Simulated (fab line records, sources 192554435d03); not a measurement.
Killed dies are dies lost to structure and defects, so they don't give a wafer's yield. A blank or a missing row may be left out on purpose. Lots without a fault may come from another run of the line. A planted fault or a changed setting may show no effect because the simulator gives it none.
Chamber matching | flow n5_finfet | N5_GATE_CUT_SAC_CAP_01 on ald_sin-03: 4 sister chambers
The step material SiNx, target thk 24 nm, pulse time 1 s, ald cycles 480. 24 wafers are shown with their chamber, then 12 later ones without.

WAFERS WITH THEIR CHAMBER
wafer  | chamber | heater_power_w (W) | precursor_pulse_height_rel
L077.1 | 3       | 841                | 0.966
L077.2 | 2       | 883                | 1.018
L077.3 | 0       | 951                | 0.977
L077.4 | 1       | 820                | 1.006
L077.5 | 2       | 882                | 1.019
L077.6 | 1       | 838                | 0.990
L082.1 | 1       | 815                | 1.018
L082.3 | 0       | 951                | 0.978
L082.6 | 1       | 836                | 0.980
L083.2 | 0       | 926                | 1.020
L083.5 | 0       | 951                | 0.985
L083.6 | 3       | 819                | 0.966
L085.2 | 0       | 954                | 1.022
L085.4 | 2       | 886                | 0.963
L085.5 | 2       | 886                | 0.991
L086.1 | 0       | 925                | 1.036
L086.2 | 2       | 873                | 1.066
L086.6 | 3       | 852                | 1.020
L088.1 | 2       | 896                | 1.007
L088.4 | 0       | 942                | 0.981
L088.5 | 3       | 870                | 0.977
L091.2 | 0       | 938                | 1.002
L091.4 | 1       | 817                | 1.003
L091.5 | 0       | 947                | 1.024

SIGNATURES (means of the wafers above)
reading                    | chamber 0 | chamber 1 | chamber 2 | chamber 3 | scatter within a chamber
heater_power_w             | 942.78    | 825.20    | 884.33    | 845.50    | 12.4
precursor_pulse_height_rel | 1.00278   | 0.99940   | 1.01067   | 0.98225   | 0.0255
Rule: a wafer's distance from a chamber is the root of the sum, over the readings, of the square of ((its reading less the chamber's mean) divided by the reading's scatter). The wafer belongs to the nearest chamber; if the next one is less than 2 further off, it can't be placed. The scatter: the root of (the sum of the squares of (reading less its chamber's mean) over the shown wafers, divided by (wafers less chambers)).

WAFERS WITHOUT THEIR CHAMBER
wafer  | heater_power_w (W) | precursor_pulse_height_rel
L096.1 | 855                | 1.019
L096.2 | 831                | 0.981
L096.3 | 944                | 1.024
L096.4 | 904                | 1.017
L096.5 | 910                | 0.972
L096.6 | 848                | 1.015
L097.1 | 841                | 0.991
L097.2 | 934                | 0.989
L097.3 | 818                | 1.029
L097.4 | 881                | 1.050
L097.5 | 910                | 0.997
L097.6 | 820                | 1.001

WHICH CHAMBER EACH WENT THROUGH
wafer  | from the rows above          | in truth
L096.1 | can't be placed: 3 or 2 or 1 | 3
L096.2 | can't be placed: 1 or 3      | 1
L096.3 | 0                            | 0
L096.4 | can't be placed: 2 or 0      | 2
L096.5 | can't be placed: 2 or 0      | 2
L096.6 | can't be placed: 3 or 1 or 2 | 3
L097.1 | can't be placed: 3 or 1      | 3
L097.2 | 0                            | 0
L097.3 | can't be placed: 1 or 3      | 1
L097.4 | 2                            | 2
L097.5 | can't be placed: 2 or 0      | 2
L097.6 | can't be placed: 1 or 3      | 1
Placed correctly: 3 of 12. Can't be placed from these rows: 9 (the true chamber is among the candidates in 9). Placed wrongly: 0.
